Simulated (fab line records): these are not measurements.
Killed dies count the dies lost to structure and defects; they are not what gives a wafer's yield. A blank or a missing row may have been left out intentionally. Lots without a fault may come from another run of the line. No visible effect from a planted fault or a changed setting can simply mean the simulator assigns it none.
Which tool was responsible? + flow nand_harc + 21 wafers from 7 lots sampled at 2 of the route's 1302 steps

## WHAT THE GAUGES READ, wafer by wafer
NHARC_P_GATE_CD_MEAS_26: target cd 120 nm.
| lot  | measured     | on        | cd_nm (nm)        |
|------|--------------|-----------|-------------------|
| L846 | day 5 14:31  | cd_sem-02 | 119.8 120.9 119.5 |
| L849 | day 6 18:03  | cd_sem-02 | 120.6 119.5 120.2 |
| L854 | day 8 20:37  | cd_sem-03 | 119.9 120.6 120.7 |
| L857 | day 9 21:00  | cd_sem-03 | 120.6 120.0 119.9 |
| L859 | day 11 08:37 | cd_sem-03 | 120.5 119.6 120.0 |
| L862 | day 12 02:15 | cd_sem-03 | 139.5 139.3 138.8 |
| L868 | day 14 12:34 | cd_sem-03 | 120.0 120.3 119.9 |

## EACH LOT AND THE TOOL THAT RAN IT (in order: tool; ch and the chambers of the sampled wafers; start)
| lot  | NHARC_P_GATE_EXPOSE_23             |
|------|------------------------------------|
| L846 | arfi_scanner-02 ch 0, day 5 14:23  |
| L849 | arfi_scanner-01 ch 0, day 6 17:55  |
| L854 | arfi_scanner-03 ch 0, day 8 20:29  |
| L857 | arfi_scanner-01 ch 0, day 9 20:52  |
| L859 | arfi_scanner-02 ch 0, day 11 08:28 |
| L862 | arfi_scanner-02 ch 0, day 12 02:07 |
| L868 | arfi_scanner-01 ch 0, day 14 12:26 |
- NHARC_P_GATE_EXPOSE_23: exposes mask P GATE, target cd 120 nm.

## THE ANSWER, worked out from the rows above alone
Rule: the usual values come from the lots themselves. The widest of any qualifying gaps counts: lots, ordered by their means at a reading, are off when they make up no more than a third of the lots, leave a main group of 4 or more, and stand apart from it by 3 or more times the standard deviation of that group's means. Not used: any main group whose means are identical at the precision the tables above print for the reading. Also off: a lot with no number at a reading for which 4 or more lots have one. Where the step has rows for the other lots, those lots are counted as sound.
Off, at NHARC_P_GATE_CD_MEAS_26 on cd_nm: L862. Main group: mean 120.1 nm, sd 0.12.
If a tool, at a process step before that reading, ran all the lots that are off and no sound lot after the first of them, it fits. Those tools and the gauges at NHARC_P_GATE_CD_MEAS_26 are tried in the same way. One candidate fits, namely arfi_scanner-02 at NHARC_P_GATE_EXPOSE_23. A fault onset in the window from L859 (day 11 08:28, its last sound lot) to L862 (day 12 02:07, its first lot off) fits.

## WHAT THE SIMULATOR HAD PUT IN
Drift in process parameters on arfi_scanner-02 at NHARC_P_GATE_EXPOSE_23, starting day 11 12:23. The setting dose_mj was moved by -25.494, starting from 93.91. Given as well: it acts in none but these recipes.
Shown lots that were struck: L862. The rule above found the same.
